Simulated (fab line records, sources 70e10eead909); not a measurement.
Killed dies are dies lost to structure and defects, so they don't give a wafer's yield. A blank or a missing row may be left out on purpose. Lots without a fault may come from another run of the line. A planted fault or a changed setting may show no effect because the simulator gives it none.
Chamber matching | flow nand_harc | NHARC_P_GATE_DESCUM_48 on rie_diel-02: 4 sister chambers
The step chemistry O2, time 3 s. 20 wafers are shown with their chamber, then 10 later ones without.

WAFERS WITH THEIR CHAMBER
wafer  | chamber | showerhead_plenum_p_Torr (Torr) | drypump_motor_current_A (A) | oes_product_au (a.u.)
L075.1 | 1       | 1.90                            | 6.0                         | 0.998
L075.2 | 0       | 1.97                            | 5.7                         | 1.009
L075.3 | 3       | 1.85                            | 5.9                         | 0.998
L075.4 | 2       | 1.93                            | 6.7                         | 0.996
L075.5 | 2       | 1.93                            | 6.7                         | 0.993
L075.6 | 1       | 1.89                            | 6.1                         | 1.005
L076.1 | 3       | 1.85                            | 5.9                         | 1.012
L076.3 | 2       | 1.93                            | 6.7                         | 0.989
L076.4 | 0       | 1.97                            | 5.6                         | 0.989
L078.1 | 2       | 1.93                            | 6.7                         | 0.991
L078.4 | 0       | 1.97                            | 5.6                         | 1.008
L078.5 | 0       | 1.97                            | 5.6                         | 1.000
L080.1 | 3       | 1.85                            | 5.9                         | 1.004
L080.5 | 1       | 1.89                            | 6.1                         | 1.010
L080.6 | 2       | 1.93                            | 6.7                         | 0.991
L084.1 | 3       | 1.85                            | 5.9                         | 1.016
L084.2 | 2       | 1.93                            | 6.7                         | 0.995
L084.3 | 1       | 1.89                            | 6.0                         | 1.015
L087.3 | 1       | 1.89                            | 6.1                         | 1.021
L087.4 | 2       | 1.93                            | 6.7                         | 0.998

SIGNATURES (means of the wafers above)
reading                  | chamber 0 | chamber 1 | chamber 2 | chamber 3 | scatter within a chamber
showerhead_plenum_p_Torr | 1.9700    | 1.8920    | 1.9300    | 1.8500    | 0.00224
drypump_motor_current_A  | 5.625     | 6.060     | 6.700     | 5.900     | 0.0349
oes_product_au           | 1.00150   | 1.00980   | 0.99329   | 1.00750   | 0.00719
Rule: a wafer's distance from a chamber is the root of the sum, over the readings, of the square of ((its reading less the chamber's mean) divided by the reading's scatter). The wafer belongs to the nearest chamber; if the next one is less than 2 further off, it can't be placed. The scatter: the root of (the sum of the squares of (reading less its chamber's mean) over the shown wafers, divided by (wafers less chambers)).

WAFERS WITHOUT THEIR CHAMBER
wafer  | showerhead_plenum_p_Torr (Torr) | drypump_motor_current_A (A) | oes_product_au (a.u.)
L087.5 | 1.85                            | 5.9                         | 1.009
L090.1 | 1.96                            | 5.6                         | 0.985
L090.2 | 1.89                            | 6.0                         | 1.018
L090.4 | 1.93                            | 6.7                         | 1.005
L091.2 | 1.89                            | 6.0                         | 1.027
L091.3 | 1.93                            | 6.7                         | 0.996
L091.4 | 1.85                            | 5.9                         | 1.016
L094.1 | 1.85                            | 5.9                         | 1.013
L094.2 | 1.89                            | 6.1                         | 1.000
L094.4 | 1.96                            | 5.6                         | 0.970

WHICH CHAMBER EACH WENT THROUGH
wafer  | from the rows above | in truth
L087.5 | 3                   | 3
L090.1 | 0                   | 0
L090.2 | 1                   | 1
L090.4 | 2                   | 2
L091.2 | 1                   | 1
L091.3 | 2                   | 2
L091.4 | 3                   | 3
L094.1 | 3                   | 3
L094.2 | 1                   | 1
L094.4 | 0                   | 0
Placed correctly: 10 of 10. Can't be placed from these rows: 0. Placed wrongly: 0.
